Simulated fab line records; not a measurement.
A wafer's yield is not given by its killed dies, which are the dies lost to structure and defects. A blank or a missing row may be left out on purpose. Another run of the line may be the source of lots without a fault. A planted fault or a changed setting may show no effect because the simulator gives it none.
Lot-split experiment ; flow n5Finfet ; route with 1938 steps; 7 lots, 21 wafers read

## SPLIT DETAILS
At N5_BEOL_M8_EXPOSE_08 (exposes mask M8), the setting doseMj was moved away from the recipe's 68.25 on 7 of the 21 wafers read, by -5.8% to +5.9%. The other wafers ran this setting at the recipe's value.

## FROM THE SPLIT TO THE READING: what the file shows between them, 15 steps
- N5_BEOL_M8_PEB_09: peb time 60 s
- N5_BEOL_M8_DEVELOP_10: develop time 30 s
- N5_BEOL_M8_CD_MEAS_11: target cd 38.5 nm
- N5_BEOL_M8_DESCUM_16: chemistry O2, time 7.9 s
- N5_BEOL_M8_ETCH_61: etches SiARC in CF4, target depth 45.5 nm, time 75.8 s
- N5_BEOL_M8_ETCH_62: etches SOC in N2/H2, target depth 110 nm, overetch 22 nm, time 165 s
- N5_BEOL_M8_STRIP_68: strips in N2/H2
- N5_BEOL_M8_STRIP_67: strips in CF4
- N5_BEOL_M8_HM_OPEN_17: chemistry Cl2/BCl3, target TiN, target depth 20 nm, overetch 6 nm
- N5_BEOL_M8_STRIP_19: strips in O2
- N5_BEOL_M8_CD_MEAS_18: pitch 80 nm, target cd 40 nm
- N5_BEOL_M8_COAT_63: time 60 s, resist thk 60 nm
- N5_BEOL_M8_COAT_64: time 60 s, resist thk 12 nm
- N5_BEOL_M8_PRECLEAN_42: cleans in residue remover, time 60 s
- N5_BEOL_M8_SRD_43: time 30 s

## THE READING
Shown in nm: cdNm at N5_BEOL_M8_CD_MEAS_35, with target cd 40 nm. Fault-free wafers of this fab line usually give 40.1 nm, standard deviation 0.69 nm.

wafer;tool, chamber at the split;doseMj as run;against the recipe;cdNm, nm;against lot-mates on the recipe
L075.1;arfiScanner-02, 0;66.95;-1.9%;38.3;-1.4
L075.3;arfiScanner-02, 0;68.25;recipe;39.7;-
L075.5;arfiScanner-02, 0;66.95;-1.9%;38.4;-1.3
L082.1;arfiScanner-01, 0;68.25;recipe;41.0;-
L082.2;arfiScanner-01, 0;68.25;recipe;40.5;-
L082.6;arfiScanner-01, 0;68.25;recipe;40.0;-
L083.1;arfiScanner-03, 0;68.25;recipe;40.3;-
L083.3;arfiScanner-03, 0;64.29;-5.8%;37.4;-2.9
L083.4;arfiScanner-03, 0;64.29;-5.8%;36.5;-3.8
L087.1;arfiScanner-02, 0;68.25;recipe;40.8;-
L087.2;arfiScanner-02, 0;72.3;+5.9%;43.1;+2.4
L087.4;arfiScanner-02, 0;68.25;recipe;40.7;-
L093.3;arfiScanner-03, 0;68.25;recipe;40.1;-
L093.5;arfiScanner-03, 0;68.25;recipe;40.7;-
L093.6;arfiScanner-03, 0;68.25;recipe;40.3;-
L095.2;arfiScanner-01, 0;68.25;recipe;39.8;-
L095.4;arfiScanner-01, 0;68.25;recipe;39.7;-
L095.6;arfiScanner-01, 0;68.25;recipe;40.1;-
L096.1;arfiScanner-03, 0;70.45;+3.2%;41.4;+2.1
L096.3;arfiScanner-03, 0;70.45;+3.2%;40.8;+1.5
L096.6;arfiScanner-03, 0;68.25;recipe;39.3;-

FIT RESULTS
A straight line over all 21 wafers: cdNm changes by +0.515 nm for each +1% of doseMj; r = +0.92; the points scatter about the line by 0.56 nm.
The same after taking each lot's own level away (the mean of its wafers on the recipe; 21 wafers): +0.531 nm for each +1%; r = +0.97; scatter 0.34 nm.
That fit puts the effect of the largest move of doseMj on the reading at 3.1 nm.
Across the lots, their own levels run from 39.30 to 40.75 nm, a range of 2.1 times the standard deviation given above.
Consequently the slope shifts little with the lot-to-lot level, the two slopes agreeing.
Check: for one of the wafers moved furthest among these (+5.9%), held out of the fit, the line's prediction against its lot-mates is +3.41 nm. It came out at +2.35 nm against them.

## ADDITIONAL SPLITS CARRIED BY THESE WAFERS
Before the reading, these wafers also passed through other splits. Each is held against what the fit with the lots' levels taken away leaves over:
other split on the same wafers;wafers away from the commonest value;r with cdNm (lot level and that fit taken away)
N5_BEOL_M5_EXPOSE_25 doseMj;6;+0.04
N5_BEOL_M6_ETCH_41 timeS;5;+0.31
N5_BEOL_M7_VIA_ETCH_34 sourceW;5;+0.23
N5_BEOL_M7_TRENCH_ETCH_37 sourceW;4;+0.18
N5_BEOL_M8_ILD_DEP_00 tempC;6;-0.06

## THE WHOLE CHAIN: every reading that the file lists as answering this split, in the file's order
step;what it does;reading;change (the file's fit);r (the file's)
N5_BEOL_M8_CD_MEAS_11;target cd 38.5 nm;cdNm;+0.544 nm for each +1% of the setting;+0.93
N5_BEOL_M8_ETCH_61;etches SiARC in CF4, target depth 45.5 nm, time 75.8 s;BEOL_M8.cdOffsetNm (the simulator's own value, which no gauge read);+0.5 nm for each +1% of the setting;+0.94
N5_BEOL_M8_HM_OPEN_17;chemistry Cl2/BCl3, target TiN, target depth 20 nm, overetch 6 nm;BEOL_M8.cdOffsetNm (the simulator's own value, which no gauge read);+0.485 nm for each +1% of the setting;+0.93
N5_BEOL_M8_CD_MEAS_18;pitch 80 nm, target cd 40 nm;cdNm;+0.52 nm for each +1% of the setting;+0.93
N5_BEOL_M8_CD_MEAS_35;target cd 40 nm;cdNm;+0.505 nm for each +1% of the setting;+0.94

## FILE'S OWN FIT
cdNm changes by +0.505 nm for each +1% of doseMj, r = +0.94.
